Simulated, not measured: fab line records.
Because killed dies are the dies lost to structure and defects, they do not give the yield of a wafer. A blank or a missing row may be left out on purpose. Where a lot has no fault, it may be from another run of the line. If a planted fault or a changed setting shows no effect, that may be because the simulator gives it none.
Chamber matching || flow n5Finfet || N5_GATE_CUT_CMP_02 on cmp-03: 4 sister chambers
The step polishes, stops on SiO2, t overpolish 12.7 s, target thk 0 nm. 4 wafers are shown with their chamber, then 9 later ones without.

## WAFERS, EACH WITH ITS CHAMBER
{"wafer": "L079.2", "chamber": 3, "motorCurrentA (A)": 11.6}
{"wafer": "L083.1", "chamber": 1, "motorCurrentA (A)": 7.9}
{"wafer": "L084.2", "chamber": 2, "motorCurrentA (A)": 8.2}
{"wafer": "L084.5", "chamber": 0, "motorCurrentA (A)": 9.0}

## WAFERS WITHOUT THEIR CHAMBER
{"wafer": "L085.3", "motorCurrentA (A)": 11.4}
{"wafer": "L085.4", "motorCurrentA (A)": 7.3}
{"wafer": "L085.5", "motorCurrentA (A)": 9.6}
{"wafer": "L086.3", "motorCurrentA (A)": 7.3}
{"wafer": "L086.4", "motorCurrentA (A)": 8.6}
{"wafer": "L086.6", "motorCurrentA (A)": 9.2}
{"wafer": "L094.1", "motorCurrentA (A)": 9.6}
{"wafer": "L094.4", "motorCurrentA (A)": 8.3}
{"wafer": "L094.5", "motorCurrentA (A)": 7.5}

## EACH ONE'S CHAMBER
{"wafer": "L085.3", "from the rows above": 3, "in truth": 3}
{"wafer": "L085.4", "from the rows above": "can't be placed: 1 or 2", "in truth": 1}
{"wafer": "L085.5", "from the rows above": "can't be placed: 0 or 2", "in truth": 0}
{"wafer": "L086.3", "from the rows above": "can't be placed: 1 or 2", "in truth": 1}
{"wafer": "L086.4", "from the rows above": "can't be placed: 0 or 2 or 1", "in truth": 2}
{"wafer": "L086.6", "from the rows above": "can't be placed: 0 or 2", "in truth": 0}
{"wafer": "L094.1", "from the rows above": "can't be placed: 0 or 2", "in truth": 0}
{"wafer": "L094.4", "from the rows above": "can't be placed: 2 or 1 or 0", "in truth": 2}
{"wafer": "L094.5", "from the rows above": "can't be placed: 1 or 2", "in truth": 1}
Correctly placed: 1 of 9. Can't be placed from these rows: 8 (the true chamber is among the candidates in 8). Placed wrongly: 0.
How it was worked out, from the rows above alone: a wafer's distance from a chamber is the root of the sum, over the readings, of the square of ((its reading less the chamber's mean) divided by the reading's scatter). The wafer belongs to the nearest chamber; if the next one is less than 2 further off, it can't be placed. The mean given for a chamber averages the wafers shown for that chamber. The scatter (one wafer shown for each chamber): square how far every hidden wafer sits from the nearest shown wafer, average those squares and take the square root.
